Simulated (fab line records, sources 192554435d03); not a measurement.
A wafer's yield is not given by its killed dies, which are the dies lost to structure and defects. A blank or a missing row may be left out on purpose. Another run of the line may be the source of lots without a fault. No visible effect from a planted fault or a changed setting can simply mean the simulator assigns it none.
3 desks, one fault	flow n5-finfet	each desk holds nothing but its own numbers, with what lay behind them at the end

THE DEFECT DESK
Counts from the inspections along the route, per lot, as means over the sampled wafers that have a number. Any lot whose mean is over 4 standard deviations away from the usual mean is out of limits and marked OUT; that distance is given in the brackets.
Columns: A = raw-defect-count at N5_BEOL_M3_INSPECT_59, usual 74; B = raw-defect-count at N5_BEOL_M4_INSPECT_13, usual 454
lot	first seen here	A	B
L838	day 8 04:17	85	517
L843	day 10 06:55	38	326
L845	day 10 09:27	81	445
L846	day 10 12:47	71	413
L848	day 10 15:54	74	414
L847	day 10 20:43	82	500
L856	day 12 22:32	1079 (+44) OUT	1383 (+8.4) OUT
L857	day 13 07:17	1055 (+43) OUT	1500 (+9.5) OUT
L858	day 13 11:44	48	385
Finding of this desk: L856, L857 out of limits; the first was L856 at day 12 22:32, on raw-defect-count at N5_BEOL_M3_INSPECT_59. L838, L843, L845, L846, L848, L847, L858 stayed within limits.

DESK OF THE TOOL OWNER: pecvd-02
The tool's own readings at N5_BEOL_M3_DEP_57 (deposits SiCN from 3MS/NH3, target thk 8 nm, time 14 s): means of the sampled wafers that have a number, for each lot that ran on this tool. Any lot whose mean is over 4 standard deviations away from the usual mean is out of limits and marked OUT; that distance is given in the brackets.
Columns: A = chamber-pressure-Torr at N5_BEOL_M3_DEP_57, usual 2.999 Torr; B = showerhead-plenum-p-Torr at N5_BEOL_M3_DEP_57, usual 3.671 Torr; C = showerhead-vpp-V at N5_BEOL_M3_DEP_57, usual 911 V; D = throttle-valve-pct at N5_BEOL_M3_DEP_57, usual 9.0 %
lot	first seen here	A	B	C	D
L838	day 8 04:12	2.995	3.669	923	9.2
L843	day 10 06:50	2.992	3.669	918	9.1
L845	day 10 09:22	3.001	3.674	907	8.6
L846	day 10 12:41	3.001	3.670	909	9.2
L848	day 10 15:49	2.997	3.665	916	9.0
L847	day 10 20:37	2.998	3.672	922	9.2
L856	day 12 22:26	3.006	3.671	917	9.2
L857	day 13 07:12	2.993	3.669	917	9.2
This desk found nothing out of limits on any of the 8 lots.

METROLOGY DESK
Lot by lot, what the gauges showed, no matter which tool ran the lot: averages of those sampled wafers that carry a number. Any lot whose mean is over 4 standard deviations away from the usual mean is out of limits and marked OUT; that distance is given in the brackets. It has 10 readings; the 7 that lie furthest out on some lot are the ones shown.
Columns: A = DIBL_N at N5_BEOL_M4_RC_MEAS_101, usual 36.9 mV/V; B = DIBL_P at N5_BEOL_M4_RC_MEAS_101, usual 37.1 mV/V; C = IOFF_N at N5_BEOL_M4_RC_MEAS_101, usual 0.17 nA/um; D = IOFF_P at N5_BEOL_M4_RC_MEAS_101, usual 0.22 nA/um; E = ION_N at N5_BEOL_M4_RC_MEAS_101, usual 674 uA/um; F = SS_P at N5_BEOL_M4_RC_MEAS_101, usual 73.5 mV/dec; G = VT_N at N5_BEOL_M4_RC_MEAS_101, usual 249 mV
lot	first seen here	A	B	C	D	E	F	G
L838	day 9 03:10	36.9	37.9	0.17	0.26	677	73.8	249
L843	day 10 20:43	35.3	37.4	0.15	0.21	670	73.3	251
L845	day 10 22:04	39.6	38.5	0.22	0.22	689	74.0	244
L846	day 11 00:10	38.7	36.5	0.16	0.18	672	73.4	250
L848	day 11 01:46	37.6	38.1	0.18	0.24	682	73.3	248
L847	day 11 09:43	34.3	36.2	0.13	0.16	657	72.4	256
L856	day 13 12:01	37.0	39.8	0.19	0.25	679	74.0	248
L857	day 13 14:08	36.7	34.6	0.17	0.24	674	73.5	249
L858	day 13 22:05	36.1	37.3	0.15	0.23	672	73.3	250
This desk found nothing out of limits on any of the 9 lots.

ALL TOGETHER
The defect desk could have raised an alarm at day 12 22:32, on L856, L857.
The tool owner's desk saw nothing out of limits.
Nothing out of limits was seen by the metrology desk.
On record at the tool owner's desk: L856, L857, within its limits.
The metrology desk holds a record of L856, L857, inside its limits.
N5_BEOL_M3_DEP_57 was run on pecvd-02 by each of the lots named.

WHAT THE SIMULATOR PUT IN
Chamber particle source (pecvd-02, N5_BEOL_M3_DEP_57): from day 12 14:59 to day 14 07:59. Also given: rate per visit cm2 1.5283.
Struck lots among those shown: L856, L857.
Hours from the fault's start to each desk's first reading out of limits: the defect desk, 8.
